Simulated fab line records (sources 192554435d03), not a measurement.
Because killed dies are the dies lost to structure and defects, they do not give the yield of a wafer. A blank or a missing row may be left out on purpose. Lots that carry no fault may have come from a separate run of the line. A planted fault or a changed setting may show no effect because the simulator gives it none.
A struck lot beside a sound one + flow n5-finfet + 37 out of 1938 route steps
Sound: the wafers L389.3, L389.5, L389.6. Wafers struck: L384.1, L384.4, L384.5. The cause is named last.
Each step with rows lists, per side, the tool, then ch with its chambers, then its first start. Under that, the readings that differ: sound wafers + struck wafers + difference of the means + sigmas: that difference in standard deviations of wafers without a fault.
alike: readings whose means differ by less than 2 such deviations, and words and numbers that are the same on both sides. not compared: withheld readings, readings that some wafer has no value for, bounds like >300 that may hide the same value, and numbers for which the record gives no deviation and whose values overlap.
The two part at a step that has a row with sigmas, a row that says differs or no value, or rows on one side only. Numbers that have no deviation but don't overlap get no sigmas and don't part them. Lack of a reading on every wafer of one side parts them only where that side has two or more wafers.

first, 11 steps without rows for these wafers: N5_BEOL_M9_PRECLEAN_42 (cleans in residue remover, time 60 s); N5_BEOL_M9_SRD_43 (time 30 s); N5_BEOL_M9_CURE_72 (cures SiCOH lowk, time 120 s); N5_BEOL_M9_DEGAS_44 (time 60 s); N5_BEOL_M9_PRE_CLEAN_45 (time 30 s); N5_BEOL_M9_ALD_74 (deposits TaN, target thk 2 nm, pulse time 2 s, purge time 3 s); N5_BEOL_M9_SURFACE_TREAT_79; N5_BEOL_M9_CVD_78 (deposits Co from CCTBA/H2, target thk 2 nm, time 138.9 s); N5_BEOL_M9_SPUTTER_48 (material Cu, target thk 12 nm, time 2 s); N5_BEOL_M9_ECD_50 (material Cu, target thk 318 nm); N5_BEOL_M9_ANNEAL_51 (time 90 s).
N5_BEOL_M9_CMP_52: polishes, stops on SiCOH lowk, t overpolish 7 s, target thk 140 nm.
  sound on cmp-04 ch 0,1,2, day 16 02:19; struck on cmp-03 ch 0,1,3, day 14 20:23
  alike: barrier-field-endpoint-s, edge-zone-pressure-frac, motor-current-A, overpolish-run-s, time-to-endpoint-s
then, 2 steps without rows for these wafers: N5_BEOL_M9_PRE_CLEAN_55 (time 15 s); N5_BEOL_M9_DEP_56 (deposits SiCN from 3MS/NH3, target thk 15 nm, time 26.5 s).
N5_BEOL_M9_INSPECT_58: inspects for defects (darkfield).
  struck on defect-inspect-01, day 14 20:46; sound on defect-inspect-01, day 16 02:41
| reading          | sound    | struck      | difference | sigmas |
|------------------|----------|-------------|------------|--------|
| raw-defect-count | 87 94 66 | 561 453 537 | +435       | +15    |
then, 12 steps without rows for these wafers: N5_BEOL_M10_ILD_DEP_00 (deposits SiCOH lowk from DEMS/porogen, target thk 308.51 nm, time 58 s); N5_BEOL_M10_CURE_71 (cures SiCOH lowk, time 240 s); N5_BEOL_M10_PECVD_70 (deposits SiO2 from TEOS/O2, target thk 20 nm, time 22.7 s); N5_BEOL_M10_HM_DEP_02 (deposits TiN, target thk 20 nm); N5_BEOL_M10_COAT_59 (time 60 s, resist thk 100 nm); N5_BEOL_M10_COAT_60 (time 60 s, resist thk 30 nm); N5_BEOL_M10_COAT_05 (resist thk 90 nm); N5_BEOL_M10_EBR_07; N5_BEOL_M10_SOFTBAKE_06 (time 60 s); N5_BEOL_M10_EXPOSE_08 (exposes mask M10); N5_BEOL_M10_PEB_09 (peb time 60 s); N5_BEOL_M10_DEVELOP_10 (develop time 30 s).
N5_BEOL_M10_INSPECT_13: inspects for defects (brightfield).
  struck on defect-inspect-02, day 14 22:27; sound on defect-inspect-01, day 16 04:22
| reading          | sound       | struck      | difference | sigmas |
|------------------|-------------|-------------|------------|--------|
| raw-defect-count | 412 439 421 | 870 800 829 | +409       | +4     |
then, 7 steps without rows for these wafers: N5_BEOL_M10_DESCUM_16 (chemistry O2, time 7.9 s); N5_BEOL_M10_ETCH_61 (etches SiARC in CF4, target depth 39 nm, time 65 s); N5_BEOL_M10_ETCH_62 (etches SOC in N2/H2, target depth 110 nm, overetch 22 nm, time 165 s); N5_BEOL_M10_STRIP_68 (strips in N2/H2); N5_BEOL_M10_STRIP_67 (strips in CF4); N5_BEOL_M10_HM_OPEN_17 (chemistry Cl2/BCl3, target TiN, target depth 20 nm, overetch 6 nm); N5_BEOL_M10_STRIP_19 (strips in O2).
N5_BEOL_M10_INSPECT_30: inspects for defects (brightfield).
  struck on defect-inspect-02, day 15 01:11; sound on defect-inspect-01, day 16 07:00
| reading          | sound       | struck      | difference | sigmas |
|------------------|-------------|-------------|------------|--------|
| raw-defect-count | 395 443 427 | 900 803 821 | +420       | +4     |
-- here the record skips 2 days between the struck wafers' starts before and after, leaving off in module BEOL_M10 and picking up in module PASSIVATION (first step shown: number 1936 of the route) --
N5_PASSIVATION_PROBE_49:
  struck on prober-02, day 17 01:13; sound on prober-02, day 18 17:52
| reading                  | sound          | struck         | difference | sigmas |
|--------------------------|----------------|----------------|------------|--------|
| defect-limited-yield (%) | 92.7 93.0 93.1 | 59.2 62.8 62.4 | -31.5      | -21    |
| killed_at_M4_up          | 5 5 8          | 382 354 367    | +362       | +70    |
| killed-dies              | 86 83 81       | 481 439 444    | +371       | +22    |
| killed-on-rim            | 12 8 14        | 59 55 48       | +43        | +10    |
| sort_bin_5_function (%)  | 4.5 4.4 3.4    | 26.0 20.9 22.4 | +19.0      | +20    |
| sort_bin_6_memory (%)    | 2.7 2.3 3.1    | 13.0 13.0 11.9 | +9.9       | +14    |
| sort-n-pass              | 1094 1097 1099 | 699 741 736    | -371       | -22    |
| sort-yield-pct (%)       | 92.7 93.0 93.1 | 59.2 62.8 62.4 | -31.5      | -21    |
  alike: killed_at_M0_to_M3, killed-at-contacts, killed-at-front-end, killed-at-other, killed-open, killed-short

## WHERE THEY PART
Earliest at N5_BEOL_M9_INSPECT_58; latest, in this record, at N5_PASSIVATION_PROBE_49.

WHY: whatever the simulator had introduced
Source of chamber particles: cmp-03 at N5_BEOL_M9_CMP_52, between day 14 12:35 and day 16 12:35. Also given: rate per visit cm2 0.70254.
